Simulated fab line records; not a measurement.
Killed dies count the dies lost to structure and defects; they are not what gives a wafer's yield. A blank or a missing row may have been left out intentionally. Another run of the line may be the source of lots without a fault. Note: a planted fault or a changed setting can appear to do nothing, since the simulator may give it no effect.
Which of the tools did it? | flow nandHarc | 12 lots with 36 wafers sampled at 6 steps, on a route of 1159 steps

== WHAT THE GAUGES SHOWED, per wafer ==
NHARC_P_GATE_CD_MEAS_59: target cd 720 nm.
lot  | measured     | on       | cdNm (nm)
L751 | day 5 22:02  | cdSem-02 | 717.4 718.9 719.1
L753 | day 6 07:41  | cdSem-03 | 722.7 721.3 721.2
L752 | day 6 09:17  | cdSem-02 | 719.8 720.1 719.7
L755 | day 6 14:37  | cdSem-02 | 719.9 720.4 719.3
L756 | day 7 00:20  | cdSem-01 | - - -
L758 | day 7 12:10  | cdSem-01 | 721.2 718.5 720.4
L764 | day 8 22:34  | cdSem-01 | 719.6 719.6 718.5
L766 | day 9 07:50  | cdSem-03 | 718.7 717.6 718.1
L767 | day 9 20:45  | cdSem-01 | 721.6 719.5 720.1
L768 | day 9 20:20  | cdSem-01 | 719.0 718.2 719.0
L770 | day 10 14:15 | cdSem-03 | 718.5 717.9 718.4
L772 | day 11 06:53 | cdSem-02 | 718.9 720.6 719.4

NHARC_END_SORT_01.
lot  | measured     | on        | killedAtArray | killedAtOther | killedAtPeriphery | killedDies  | killedOpen | killedShort
L756 | day 20 19:17 | prober-02 | 33 25 16      | 0 0 0         | 644 652 661       | 677 677 677 | 6 3 2      | 1 2 2

== TOOL THAT RAN EACH LOT (tool first, then ch and the chambers of the sampled wafers, then the start) ==
lot  | NHARC_P_STI_CMP_21           | NHARC_P_GATE_EXPOSE_56           | NHARC_P_GATE_DESCUM_93           | NHARC_P_GATE_STRIP_113
L751 | cmp-01 ch 2,3, day 3 19:55   | krfScanner-01 ch 0, day 5 21:53  | rieDiel-01 ch 0,1, day 5 23:56   | plasmaAsher-02 ch 0,1, day 6 00:24
L753 | cmp-01 ch 0,1,3, day 4 08:22 | krfScanner-01 ch 0, day 6 07:31  | rieDiel-11 ch 0,1,2, day 6 09:34 | plasmaAsher-02 ch 0,1, day 6 10:10
L752 | cmp-04 ch 0,3, day 4 08:26   | krfScanner-01 ch 0, day 6 09:07  | rieDiel-01 ch 0,3, day 6 11:04   | plasmaAsher-02 ch 0,1, day 6 11:40
L755 | cmp-04 ch 0,1, day 4 16:16   | krfScanner-01 ch 0, day 6 14:28  | rieDiel-12 ch 1,2, day 6 16:31   | plasmaAsher-02 ch 0,1, day 6 16:53
L756 | cmp-01 ch 0,1,2, day 5 01:16 | krfScanner-04 ch 0, day 7 00:10  | rieDiel-12 ch 0,2,3, day 7 03:35 | plasmaAsher-02 ch 0,1, day 7 03:56
L758 | cmp-04 ch 0,2,3, day 5 14:36 | krfScanner-04 ch 0, day 7 12:01  | rieDiel-11 ch 0,2,3, day 7 13:58 | plasmaAsher-02 ch 0,1, day 7 14:20
L764 | cmp-04 ch 0,1,2, day 6 23:17 | krfScanner-04 ch 0, day 8 22:25  | rieDiel-01 ch 1,2,3, day 9 00:32 | plasmaAsher-02 ch 0,1, day 9 01:01
L766 | cmp-01 ch 0,2,3, day 7 08:07 | krfScanner-04 ch 0, day 9 07:40  | rieDiel-11 ch 1,2, day 9 09:43   | plasmaAsher-01 ch 0,1, day 9 10:04
L767 | cmp-04 ch 0,3, day 7 23:52   | krfScanner-03 ch 0, day 9 20:36  | rieDiel-11 ch 2,3, day 9 22:44   | plasmaAsher-01 ch 0,1, day 9 23:16
L768 | cmp-04 ch 0,1, day 8 00:00   | krfScanner-03 ch 0, day 9 20:10  | rieDiel-01 ch 2,3, day 9 22:13   | plasmaAsher-02 ch 1, day 9 22:42
L770 | cmp-01 ch 0,1, day 8 18:01   | krfScanner-01 ch 0, day 10 14:05 | rieDiel-01 ch 0,1, day 10 15:59  | plasmaAsher-02 ch 0,1, day 10 16:35
L772 | cmp-01 ch 0,1,2, day 9 08:41 | krfScanner-04 ch 0, day 11 06:44 | rieDiel-01 ch 1,2, day 11 08:46  | plasmaAsher-02 ch 0,1, day 11 09:31
- NHARC_P_STI_CMP_21: polishes, t overpolish 20 s, target thk 380.67 nm.
- NHARC_P_GATE_EXPOSE_56: exposes mask P PSD, target cd 720 nm.
- NHARC_P_GATE_DESCUM_93: chemistry O2, time 3 s.
- NHARC_P_GATE_STRIP_113: strips in N2/H2, time 740 s.

== WHAT THE TOOLS THEMSELVES READ (means of the sampled wafers that have a number; where no wafer has one, the mark that the record gives instead) ==
NHARC_P_STI_CMP_21.
lot  | tool   | motorCurrentA (A) | overpolishRunS (s)
L751 | cmp-01 | 12.3              | 19.994
L753 | cmp-01 | 13.0              | 20.001
L752 | cmp-04 | 13.6              | 20.006
L755 | cmp-04 | 14.7              | 19.990
L756 | cmp-01 | 12.1              | 20.002
L758 | cmp-04 | 12.1              | 20.001
L764 | cmp-04 | 13.7              | 19.998
L766 | cmp-01 | 12.7              | 20.004
L767 | cmp-04 | 12.9              | 20.001
L768 | cmp-04 | 14.5              | 20.001
L770 | cmp-01 | 13.0              | 20.008
L772 | cmp-01 | 12.7              | 20.000

NHARC_P_GATE_DESCUM_93.
lot  | tool       | drypumpMotorCurrentA (A) | oesProductAu (a.u.) | rfVppV (V) | showerheadPlenumPTorr (Torr) | throttleValvePct (%)
L751 | rieDiel-01 | 5.9                      | 0.994               | 58.0       | 1.90                         | 11.315
L753 | rieDiel-11 | 5.7                      | 1.006               | 58.3       | 1.96                         | 11.309
L752 | rieDiel-01 | 6.3                      | 1.001               | 57.9       | 1.87                         | 11.313
L755 | rieDiel-12 | 4.9                      | 0.996               | 57.5       | 1.87                         | 11.305
L756 | rieDiel-12 | 5.3                      | 1.010               | 56.7       | 1.78                         | 11.314
L758 | rieDiel-11 | 5.7                      | 0.998               | 58.0       | 1.93                         | 11.307
L764 | rieDiel-01 | 6.2                      | 1.007               | 58.3       | 1.96                         | 11.316
L766 | rieDiel-11 | 5.7                      | 0.995               | 57.6       | 1.89                         | 11.319
L767 | rieDiel-11 | 5.8                      | 0.990               | 57.7       | 1.90                         | 11.309
L768 | rieDiel-01 | 6.5                      | 0.993               | 59.0       | 1.95                         | 11.318
L770 | rieDiel-01 | 6.1                      | 1.000               | 58.3       | 1.83                         | 11.300
L772 | rieDiel-01 | 6.3                      | 1.003               | 57.6       | 1.93                         | 11.308

NHARC_P_GATE_STRIP_113.
lot  | tool           | drypumpMotorCurrentA (A) | heaterPowerW (W)
L751 | plasmaAsher-02 | 5.6                      | 89
L753 | plasmaAsher-02 | 5.5                      | 89
L752 | plasmaAsher-02 | 5.4                      | 86
L755 | plasmaAsher-02 | 5.4                      | 87
L756 | plasmaAsher-02 | 5.3                      | 86
L758 | plasmaAsher-02 | 5.5                      | 89
L764 | plasmaAsher-02 | 5.5                      | 89
L766 | plasmaAsher-01 | 6.2                      | 105
L767 | plasmaAsher-01 | 6.0                      | 100
L768 | plasmaAsher-02 | 5.2                      | 85
L770 | plasmaAsher-02 | 5.5                      | 89
L772 | plasmaAsher-02 | 5.5                      | 87

== THE ANSWER, worked out from the rows above alone ==
Rule: the usual values come from the lots themselves. The widest of any qualifying gaps counts: lots, ordered by their means at a reading, are off when they make up no more than a third of the lots, leave a main group of 4 or more, and stand apart from it by 3 or more times the standard deviation of that group's means. Not used: any main group whose means are identical at the precision the tables above print for the reading. A lot without any number at a reading at which 4 lots or more have one is off too. Any other lot the step has rows for is counted as sound. First the gauges in route order, then the tools' own readings, where a lot's mean is used as printed above. At the first step where some lot is off, the reading lying furthest off is the one used; lots without a number count as furthest.
Off: L756 (NHARC_P_GATE_CD_MEAS_59, cdNm). Without a number there: L756. Mean 719.5 nm and standard deviation 1 in the main group.
If a tool, at a process step before that reading, ran all the lots that are off and no sound lot after the first of them, it fits. Those tools and the gauges at NHARC_P_GATE_CD_MEAS_59 are tried in the same way. None of those tried fits.

== WHAT WAS PUT IN BY THE SIMULATOR ==
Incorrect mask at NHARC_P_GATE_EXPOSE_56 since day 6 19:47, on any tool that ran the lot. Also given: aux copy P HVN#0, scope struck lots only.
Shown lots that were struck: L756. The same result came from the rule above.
